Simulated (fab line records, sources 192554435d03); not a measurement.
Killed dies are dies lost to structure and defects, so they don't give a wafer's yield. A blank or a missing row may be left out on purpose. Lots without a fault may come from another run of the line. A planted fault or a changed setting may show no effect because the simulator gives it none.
Chamber matching | flow n5_finfet | N5_BEOL_M2_CMP_52 on cmp-04: 4 sister chambers
The step polishes, stops on SiOC, t overpolish 6.8 s, target thk 40 nm. 16 wafers are shown with their chamber, then 8 later ones without.

WAFERS WITH THEIR CHAMBER
wafer  | chamber | motor_current_A (A) | time_to_endpoint_s (s) | barrier_field_endpoint_s (s)
L079.2 | 2       | 6.7                 | 62.6                   | 24.3
L079.3 | 0       | 6.8                 | 56.8                   | 23.3
L079.5 | 3       | 7.3                 | 64.3                   | 24.8
L083.2 | 0       | 6.6                 | 57.4                   | 24.0
L083.4 | 2       | 6.9                 | 61.3                   | 25.1
L083.6 | 2       | 6.9                 | 61.8                   | 24.7
L085.2 | 1       | 6.1                 | 67.0                   | 24.4
L085.5 | 3       | 7.3                 | 66.8                   | 24.1
L085.6 | 0       | 6.5                 | 62.8                   | 24.6
L086.1 | 1       | 6.3                 | 64.6                   | 24.7
L086.3 | 3       | 7.5                 | 65.2                   | 24.9
L086.5 | 2       | 6.8                 | 63.4                   | 24.7
L089.1 | 3       | 7.4                 | 63.9                   | 24.6
L089.4 | 2       | 6.9                 | 59.3                   | 24.5
L089.6 | 0       | 6.2                 | 58.6                   | 24.0
L090.3 | 2       | 6.9                 | 59.0                   | 24.8

SIGNATURES (means of the wafers above)
reading                  | chamber 0 | chamber 1 | chamber 2 | chamber 3 | scatter within a chamber
motor_current_A          | 6.525     | 6.200     | 6.850     | 7.375     | 0.15
time_to_endpoint_s       | 58.900    | 65.800    | 61.233    | 65.050    | 1.95
barrier_field_endpoint_s | 23.975    | 24.550    | 24.683    | 24.600    | 0.37
Rule: a wafer's distance from a chamber is the root of the sum, over the readings, of the square of ((its reading less the chamber's mean) divided by the reading's scatter). The wafer belongs to the nearest chamber; if the next one is less than 2 further off, it can't be placed. The scatter: the root of (the sum of the squares of (reading less its chamber's mean) over the shown wafers, divided by (wafers less chambers)).

WAFERS WITHOUT THEIR CHAMBER
wafer  | motor_current_A (A) | time_to_endpoint_s (s) | barrier_field_endpoint_s (s)
L090.4 | 7.2                 | 63.2                   | 25.2
L090.6 | 6.4                 | 63.3                   | 25.8
L091.2 | 7.4                 | 66.6                   | 25.2
L091.5 | 6.4                 | 63.6                   | 24.9
L091.6 | 7.3                 | 64.0                   | 25.2
L097.3 | 6.7                 | 66.0                   | 25.6
L097.4 | 6.7                 | 67.2                   | 25.7
L097.5 | 6.6                 | 61.8                   | 24.2

WHICH CHAMBER EACH WENT THROUGH
wafer  | from the rows above          | in truth
L090.4 | can't be placed: 3 or 2      | 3
L090.6 | can't be placed: 1 or 2 or 0 | 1
L091.2 | 3                            | 3
L091.5 | can't be placed: 1 or 2 or 0 | 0
L091.6 | can't be placed: 3 or 2      | 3
L097.3 | can't be placed: 2 or 1 or 3 | 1
L097.4 | can't be placed: 2 or 1 or 3 | 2
L097.5 | can't be placed: 0 or 2 or 1 | 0
Placed correctly: 1 of 8. Can't be placed from these rows: 7 (the true chamber is among the candidates in 7). Placed wrongly: 0.
